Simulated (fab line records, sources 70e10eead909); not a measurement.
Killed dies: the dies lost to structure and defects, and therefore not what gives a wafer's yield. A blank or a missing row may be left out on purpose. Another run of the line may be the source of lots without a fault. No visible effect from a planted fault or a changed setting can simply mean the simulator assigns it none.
Problem report in the 8D (eight disciplines) form, filled by code	flow nandHarc	the parts of the form that need people (team, actions taken, sign-off) are left out

== 1. WHAT IS WRONG ==
Mean of sort_bin_4_pct at NHARC_END_SORT_01: 23.1 % across 3 wafers in 2 lots; on wafers with no fault it is 4.0 % (standard deviation 1.4). That is +14 standard deviations from the usual mean.
Earliest sighting: wafer L282.5 on prober-01 at day 27 17:58. Wafers with a number at this step in the record: 6, from 2 lots. Rule for "out" (also "out of limits"): further than 4 standard deviations from the usual mean. All remaining wafers that have a number are taken as sound.

== 2. WHAT IT IS, AND WHAT IT ISN'T ==
question	is	is not
which readings at this step	sort_bin_4_pct, defectLimitedYield, killedAtArray, killedDies, sort_bin_2_pct, sortNPass, sortRimYieldPct, sortYieldPct	killedAtOther, killedAtPeriphery, killedOpen
which lots	L282, L285	-
which wafers of those lots	L282.5, L285.3, L285.5	L282.2, L282.6, L285.1
read on which gauges	prober-01	-
when	from day 27 17:58	up to then (1 sound wafer); but 2 sound wafers of L282, L285 came after

== 3. THE SUSPECTS, EACH WITH WHAT RULES IT OUT ==
Counting: any tool at a process step up to the reading remains a suspect provided it ran every lot that is out. Sound lots after the first of them don't rule it out here, since some wafers of a struck lot are sound.
- the gauge at NHARC_END_SORT_01: kept. All the wafers that are out were read on prober-01, and no step on other tools shows them out.
- ecdCu-01 at NHARC_A_BONDPAD_ECD_18 (material Cu, target thk 400 nm): kept. It ran every lot that is out, first L282 (day 26 07:32).
Left after counting: ecdCu-01 at NHARC_A_BONDPAD_ECD_18, prober-01 at NHARC_END_SORT_01.

== 4. THE CAUSE (what the simulator had put in) ==
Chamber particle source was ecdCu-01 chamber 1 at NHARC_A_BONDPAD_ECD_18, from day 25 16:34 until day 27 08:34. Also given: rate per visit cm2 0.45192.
Counting leaves 2 suspects; this tool is one of them.

== 5. THE EFFECT CHAIN, in route order ==
One row per reading whose mean, taken over the struck wafers that have a number, lies over 3 standard deviations from the usual. Scope: only readings with a usual standard deviation given in the record; hours: median across lots of the time from each lot's start at the first step in this table that gives one to its start at this step; sigmas: change in usual standard deviations.
hours	step	reading	usual	on struck wafers	change	sigmas
0	NHARC_END_SORT_01	defectLimitedYield	92.9 %	61.4	-31.5	-13
0	NHARC_END_SORT_01	killedAtArray	44	256	+212	+13
0	NHARC_END_SORT_01	killedDies	48	261	+213	+13
0	NHARC_END_SORT_01	sort_bin_2_pct	2.6 %	13.3	+10.7	+11
0	NHARC_END_SORT_01	sort_bin_3_pct	0.6 %	2.2	+1.6	+4.0
0	NHARC_END_SORT_01	sort_bin_4_pct	4.0 %	23.1	+19.1	+14
0	NHARC_END_SORT_01	sortNPass	629	416	-213	-13
0	NHARC_END_SORT_01	sortRimYieldPct	89 %	61	-28	-6.6
0	NHARC_END_SORT_01	sortYieldPct	92.9 %	61.4	-31.5	-13

== 6. WHAT WOULD HAVE CAUGHT IT SOONER ==
49 hours passed between the start of the fault at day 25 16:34 and the first reading out of limits at a measuring or inspecting step in this record, taken at day 27 17:58.
All the lots that are out (2) had begun NHARC_A_BONDPAD_ECD_18 on ecdCu-01 by day 27 17:58. Had the tool been put on hold then, not one of them would have been saved.
